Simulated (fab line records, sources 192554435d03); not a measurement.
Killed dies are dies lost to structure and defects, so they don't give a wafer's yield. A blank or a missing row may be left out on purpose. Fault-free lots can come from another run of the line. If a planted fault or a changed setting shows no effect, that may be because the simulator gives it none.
Matching of chambers	flow n5-finfet	4 sister chambers for N5_BEOL_M4_ETCH_69 on rie-diel-03
The step etches SiARC in CF4, target depth 15.6 nm, time 26 s. 20 wafers are shown with their chamber, then 10 later ones without.

WAFERS PAIRED WITH THEIR CHAMBERS
wafer	chamber	drypump-motor-current-A (A)	showerhead-plenum-p-Torr (Torr)	throttle-valve-pct (%)
L075.3	0	5.6	2.05	16.01
L075.4	3	5.4	2.25	15.49
L075.6	2	6.0	2.27	15.29
L080.1	2	6.0	2.26	15.31
L080.2	0	5.5	2.04	16.03
L080.4	3	5.4	2.24	15.54
L081.1	3	5.4	2.24	15.54
L081.3	0	5.5	2.04	16.03
L081.6	1	5.0	2.28	15.46
L083.1	2	6.0	2.26	15.33
L083.2	0	5.5	2.04	16.04
L083.3	3	5.4	2.24	15.55
L085.1	1	5.0	2.28	15.49
L085.3	3	5.4	2.24	15.57
L085.6	1	5.0	2.28	15.47
L087.1	0	5.5	2.04	16.08
L087.2	1	5.0	2.28	15.48
L087.5	0	5.5	2.04	16.06
L089.2	2	6.0	2.26	15.33
L089.3	3	5.4	2.24	15.57

SIGNATURES (averages over the wafers above)
reading	chamber 0	chamber 1	chamber 2	chamber 3	scatter within a chamber
drypump-motor-current-A	5.517	5.000	6.000	5.400	0.0228
showerhead-plenum-p-Torr	2.0417	2.2800	2.2625	2.2417	0.00389
throttle-valve-pct	16.0417	15.4750	15.3150	15.5433	0.0237
Rule: a wafer's distance from a chamber is the root of the sum, over the readings, of the square of ((its reading less the chamber's mean) divided by the reading's scatter). The wafer belongs to the nearest chamber; if the next one is less than 2 further off, it can't be placed. The scatter: take each reading less its chamber's mean, square it, sum over the shown wafers, divide by the number of wafers less the number of chambers, and take the root.

WAFERS WITH NO CHAMBER GIVEN
wafer	drypump-motor-current-A (A)	showerhead-plenum-p-Torr (Torr)	throttle-valve-pct (%)
L089.5	5.4	2.24	15.56
L094.3	5.0	2.27	15.52
L094.4	5.4	2.23	15.60
L094.5	5.4	2.23	15.61
L095.1	5.4	2.23	15.59
L095.2	5.5	2.03	16.10
L095.3	5.0	2.27	15.53
L095.4	6.0	2.25	15.39
L095.5	5.4	2.23	15.60
L095.6	5.5	2.03	16.10

WHICH CHAMBER EACH ONE RAN IN
wafer	from the rows above	in truth
L089.5	3	3
L094.3	1	1
L094.4	3	3
L094.5	3	3
L095.1	3	3
L095.2	0	0
L095.3	1	1
L095.4	2	2
L095.5	3	3
L095.6	0	0
Correct placement for 10 of the 10. Number that these rows cannot place: 0. 0 placed wrongly.
